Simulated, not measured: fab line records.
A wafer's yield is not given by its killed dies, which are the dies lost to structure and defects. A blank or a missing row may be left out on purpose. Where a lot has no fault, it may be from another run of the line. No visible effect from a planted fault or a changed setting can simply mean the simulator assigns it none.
Problem report in the 8D (eight disciplines) form, filled by code || flow nandHarc || the parts of the form that need people (team, actions taken, sign-off) are left out

## 1. PROBLEM STATEMENT
Wafers without a fault read 31 with a standard deviation of 11, while killedDies at NHARC_END_SORT_01 averages 677 across 2 wafers of 1 lot. That puts it +59 standard deviations away from the usual mean.
First seen on wafer L449.4, day 26 03:54, on prober-01. The record holds 3 wafers of 1 lot with a number at this step. By rule, "out" or "out of limits" means more than 4 standard deviations away from the usual mean. The other wafers with a number count as sound.

## 2. WHAT IT IS, WHAT IT ISN'T
{"question": "which readings at this step", "is": "killedDies, killedAtArray", "is not": "killedOpen, killedShort"}
{"question": "which lots", "is": "L449", "is not": "-"}
{"question": "which wafers of those lots", "is": "L449.4, L449.6", "is not": "L449.5"}
{"question": "read on which gauges", "is": "prober-01", "is not": "-"}
{"question": "when", "is": "from day 26 03:54", "is not": "up to then (0 sound wafers); but 1 sound wafer of L449 came after"}

## 3. WHAT RULES OUT EACH SUSPECT
Counting: if a tool at a process step up to the reading ran every lot that is out, it stays a suspect. Sound lots after the first of them don't rule it out here, since some wafers of a struck lot are sound.
- the gauge at NHARC_END_SORT_01: ruled out. All the wafers that are out were read on prober-01, but those of them that NHARC_A_STAIRCASE_ETCHBACK_157 has rows for are out there too, on other tools.
- rieDiel-13 at NHARC_A_STAIRCASE_STRIP_316 (strips in O2): kept. It ran the lot that is out, L449 (day 17 06:57). NHARC_A_STAIRCASE_STRIP_316 gives no start for some lots, so the hours and the order of its lots are those of NHARC_A_STAIRCASE_CMP_450.
- rieDiel-11 at NHARC_A_STAIRCASE_ETCHBACK_416 (etches the open film in C4F8/O2/Ar, target depth 36 nm, time 7.2 s): kept. It ran the lot that is out, L449 (day 17 06:57). NHARC_A_STAIRCASE_ETCHBACK_416 gives no start for some lots, so the hours and the order of its lots are those of NHARC_A_STAIRCASE_CMP_450.
- cmp-02 at NHARC_A_STAIRCASE_CMP_450 (polishes SiO2, target thk 200 nm): kept. It ran the lot that is out, L449 (day 17 06:57).
- rieDiel-09 at NHARC_A_STAIRCASE_ETCHBACK_157 (etches the open film in CH3F/O2, target depth 90 nm, time 167.14 s): kept. It ran the lot that is out, L449 (day 17 07:50). Out on those wafers are its own readings of oesProductAu.
- Within rieDiel-13 at NHARC_A_STAIRCASE_STRIP_316: the wafers that are out ran in chambers 1, 2; their sound lot-mates ran in chamber 0.
- Within rieDiel-11 at NHARC_A_STAIRCASE_ETCHBACK_416: the wafers that are out ran in chambers 1, 3; their sound lot-mates ran in chamber 2.
- Within cmp-02 at NHARC_A_STAIRCASE_CMP_450: the wafers that are out ran in chambers 0, 2; their sound lot-mates ran in chamber 3.
- Within rieDiel-09 at NHARC_A_STAIRCASE_ETCHBACK_157: the wafers that are out ran in chamber 0; their sound lot-mates ran in chamber 3.
Left after counting: rieDiel-13 at NHARC_A_STAIRCASE_STRIP_316, rieDiel-11 at NHARC_A_STAIRCASE_ETCHBACK_416, cmp-02 at NHARC_A_STAIRCASE_CMP_450, rieDiel-09 at NHARC_A_STAIRCASE_ETCHBACK_157.

## 4. THE CAUSE (what the simulator had put in)
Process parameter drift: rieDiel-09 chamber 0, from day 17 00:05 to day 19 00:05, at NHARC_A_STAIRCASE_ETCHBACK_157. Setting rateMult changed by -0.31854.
This tool is one of the 4 suspects left after counting.

## 5. THE EFFECT CHAIN, in route order
Each row: a reading whose mean over the struck wafers that have a number lies more than 3 standard deviations from the usual. Readings are gone through only where the record gives a usual standard deviation; hours: the median, over the lots, of the time from a lot's start at the first step in this table giving one to that lot's start at this step; sigmas: the change measured in usual standard deviations.
{"hours": 0, "step": "NHARC_A_STAIRCASE_ETCHBACK_157", "reading": "oesProductAu", "usual": "0.983 a.u.", "on struck wafers": 0.802, "change": -0.180, "sigmas": -6.2}
{"hours": 212, "step": "NHARC_END_SORT_01", "reading": "killedAtArray", "usual": 28, "on struck wafers": 668, "change": "+640", "sigmas": "+58"}
{"hours": 212, "step": "NHARC_END_SORT_01", "reading": "killedDies", "usual": 31, "on struck wafers": 677, "change": "+646", "sigmas": "+59"}
The process steps in it:
- NHARC_A_STAIRCASE_ETCHBACK_157: etches the open film in CH3F/O2, target depth 90 nm, time 167.14 s.

## 6. WHAT WOULD HAVE CAUGHT IT SOONER
The first out-of-limits reading at a measuring or inspecting step in this record came at day 26 03:54, 220 hours after the fault's start at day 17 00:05.
The tool's own readings at NHARC_A_STAIRCASE_ETCHBACK_157 were out on every struck wafer that the step has a row for (oesProductAu): an alarm limit on them would have fired on the first of those.
All the lots that are out (1) had begun NHARC_A_STAIRCASE_ETCHBACK_157 on rieDiel-09 by day 26 03:54. None of them would have been spared by holding the tool at that moment.
